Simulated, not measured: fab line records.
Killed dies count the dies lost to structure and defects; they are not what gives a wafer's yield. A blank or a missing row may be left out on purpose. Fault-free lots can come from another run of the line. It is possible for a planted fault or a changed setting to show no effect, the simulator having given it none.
Which of the tools did it? || flow n5 finfet || Sampling: 8 lots, 24 wafers, 5 of 1938 route steps

## WHAT THE GAUGES READ, wafer by wafer
N5_BEOL_M4_RC_MEAS_101.
{"lot": "L952", "measured": "day 8 05:27", "on": "prober-02", "DIBL_N (mV/V)": "37.2 35.7 38.3"}
{"lot": "L954", "measured": "day 8 21:10", "on": "prober-01", "DIBL_N (mV/V)": "34.2 38.3 37.9"}
{"lot": "L957", "measured": "day 9 14:52", "on": "prober-02", "DIBL_N (mV/V)": "36.4 35.3 37.1"}
{"lot": "L958", "measured": "day 9 20:04", "on": "prober-02", "DIBL_N (mV/V)": "37.1 38.8 38.6"}
{"lot": "L960", "measured": "day 10 03:05", "on": "prober-02", "DIBL_N (mV/V)": "39.5 35.9 37.6"}
{"lot": "L961", "measured": "day 10 17:08", "on": "prober-01", "DIBL_N (mV/V)": "35.1 35.9 36.2"}
{"lot": "L962", "measured": "day 10 23:10", "on": "prober-01", "DIBL_N (mV/V)": "38.7 37.4"}
{"lot": "L973", "measured": "day 13 20:07", "on": "prober-01", "DIBL_N (mV/V)": "35.2 35.2 35.2"}

## WHICH TOOL RAN EACH LOT (tool, then ch and the chambers of the sampled wafers, then the start)
{"lot": "L952", "N5_BEOL_M1_ETCH_74": "rie diel-02 ch 1,2,3, day 6 15:45", "N5_BEOL_M1_ALD_98": "ald sin-04 ch 0,2,3, day 6 16:43", "N5_BEOL_M1_ETCHBACK_99": "rie diel-01 ch 0,2,3, day 6 20:11", "N5_BEOL_M1_STRIP_36": "rie diel-01 ch 0,2,3, day 6 20:23"}
{"lot": "L954", "N5_BEOL_M1_ETCH_74": "rie diel-01 ch 0,1, day 7 02:07", "N5_BEOL_M1_ALD_98": "ald sin-04 ch 0,2,3, day 7 03:07", "N5_BEOL_M1_ETCHBACK_99": "rie diel-06 ch 0,1,2, day 7 04:10", "N5_BEOL_M1_STRIP_36": "rie diel-06 ch 0,1,2, day 7 04:22"}
{"lot": "L957", "N5_BEOL_M1_ETCH_74": "rie diel-02 ch 0,1,3, day 8 03:09", "N5_BEOL_M1_ALD_98": "ald sin-03 ch 0,1,3, day 8 04:07", "N5_BEOL_M1_ETCHBACK_99": "rie diel-01 ch 0,2,3, day 8 04:22", "N5_BEOL_M1_STRIP_36": "rie diel-01 ch 0,2,3, day 8 04:33"}
{"lot": "L958", "N5_BEOL_M1_ETCH_74": "rie diel-06 ch 0,1, day 8 03:14", "N5_BEOL_M1_ALD_98": "ald sin-03 ch 0,1,3, day 8 04:13", "N5_BEOL_M1_ETCHBACK_99": "rie diel-01 ch 0,2, day 8 04:50", "N5_BEOL_M1_STRIP_36": "rie diel-01 ch 0,2, day 8 05:02"}
{"lot": "L960", "N5_BEOL_M1_ETCH_74": "rie diel-01 ch 1,2,3, day 8 14:47", "N5_BEOL_M1_ALD_98": "ald sin-04 ch 0,2,3, day 8 15:56", "N5_BEOL_M1_ETCHBACK_99": "rie diel-01 ch 0,1,2, day 8 16:30", "N5_BEOL_M1_STRIP_36": "rie diel-01 ch 0,1,2, day 8 16:42"}
{"lot": "L961", "N5_BEOL_M1_ETCH_74": "rie diel-06 ch 1,2,3, day 9 03:20", "N5_BEOL_M1_ALD_98": "ald sin-01 ch 0,3, day 9 04:39", "N5_BEOL_M1_ETCHBACK_99": "rie diel-02 ch 0,1,2, day 9 05:25", "N5_BEOL_M1_STRIP_36": "rie diel-02 ch 0,1,2, day 9 05:37"}
{"lot": "L962", "N5_BEOL_M1_ETCH_74": "rie diel-02 ch 0,2,3, day 9 04:23", "N5_BEOL_M1_ALD_98": "ald sin-03 ch 0,2,3, day 9 05:58", "N5_BEOL_M1_ETCHBACK_99": "rie diel-02 ch 0,1,2, day 9 06:05", "N5_BEOL_M1_STRIP_36": "rie diel-02 ch 0,1,2, day 9 06:17"}
{"lot": "L973", "N5_BEOL_M1_ETCH_74": "rie diel-06 ch 2,3, day 11 22:06", "N5_BEOL_M1_ALD_98": "ald sin-04 ch 0,1,3, day 11 23:13", "N5_BEOL_M1_ETCHBACK_99": "rie diel-02 ch 0,1,3, day 12 02:48", "N5_BEOL_M1_STRIP_36": "rie diel-02 ch 0,1,3, day 12 02:59"}
- N5_BEOL_M1_ETCH_74: etches underlayer in N2/H2, target depth 6.5 nm, time 5.2 s.
- N5_BEOL_M1_ALD_98: deposits SiO2, target thk 2.5 nm, pulse time 1 s, co reactant pulse time 1 s.
- N5_BEOL_M1_ETCHBACK_99: etches SiO2 in CHF3, target depth 5 nm, time 10.4 s.
- N5_BEOL_M1_STRIP_36: strips in N2/H2.

## THE ANSWER, worked out from the rows above alone
Rule: the lots themselves supply what counts as usual. The widest of any qualifying gaps counts: lots, ordered by their means at a reading, are off when they make up no more than a third of the lots, leave a main group of 4 or more, and stand apart from it by 3 or more times the standard deviation of that group's means. The tables above print the reading to a certain number of digits; a main group whose means all agree to those digits is not used. A lot without any number at a reading at which 4 lots or more have one is off too. Any other lot the step has rows for is counted as sound.
Nothing can be told from this: no lot is off at any reading shown.

## WHAT WAS PUT IN BY THE SIMULATOR
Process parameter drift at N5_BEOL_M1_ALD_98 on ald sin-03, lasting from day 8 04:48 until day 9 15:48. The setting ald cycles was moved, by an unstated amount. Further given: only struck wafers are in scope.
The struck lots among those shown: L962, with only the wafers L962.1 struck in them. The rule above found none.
